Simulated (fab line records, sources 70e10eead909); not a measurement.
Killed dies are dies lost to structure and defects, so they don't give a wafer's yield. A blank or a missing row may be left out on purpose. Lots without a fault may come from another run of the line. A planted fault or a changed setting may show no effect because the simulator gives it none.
Chamber matching | flow nand_harc | NHARC_A_CONTACT_ETCH_48 on rie_diel-05: 4 sister chambers
The step etches the open film in CF4, target depth 39 nm, time 65 s. 4 wafers are shown with their chamber, then 11 later ones without.

WAFERS WITH THEIR CHAMBER
wafer  | chamber | showerhead_plenum_p_Torr (Torr)
L082.2 | 3       | 1.86
L085.3 | 0       | 1.84
L085.6 | 1       | 1.85
L093.3 | 2       | 1.81

WAFERS WITHOUT THEIR CHAMBER
wafer  | showerhead_plenum_p_Torr (Torr)
L093.4 | 1.85
L093.5 | 1.85
L094.3 | 1.85
L094.4 | 1.83
L094.6 | 1.81
L091.3 | 1.85
L091.4 | 1.85
L091.5 | 1.83
L097.1 | 1.85
L097.3 | 1.81
L097.4 | 1.85

WHICH CHAMBER EACH WENT THROUGH
wafer  | from the rows above | in truth
L093.4 | 1                   | 1
L093.5 | 1                   | 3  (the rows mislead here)
L094.3 | 1                   | 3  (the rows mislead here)
L094.4 | 0                   | 0
L094.6 | 2                   | 2
L091.3 | 1                   | 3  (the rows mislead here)
L091.4 | 1                   | 1
L091.5 | 0                   | 0
L097.1 | 1                   | 1
L097.3 | 2                   | 2
L097.4 | 1                   | 1
Placed correctly: 8 of 11. Can't be placed from these rows: 0. Placed wrongly: 3.
How it was worked out, from the rows above alone: a wafer's distance from a chamber is the root of the sum, over the readings, of the square of ((its reading less the chamber's mean) divided by the reading's scatter). The wafer belongs to the nearest chamber; if the next one is less than 2 further off, it can't be placed. A chamber's mean is the mean of its shown wafers. The scatter: with one shown wafer a chamber, the root of the mean of the squares of how far each hidden wafer lies from its nearest shown one.
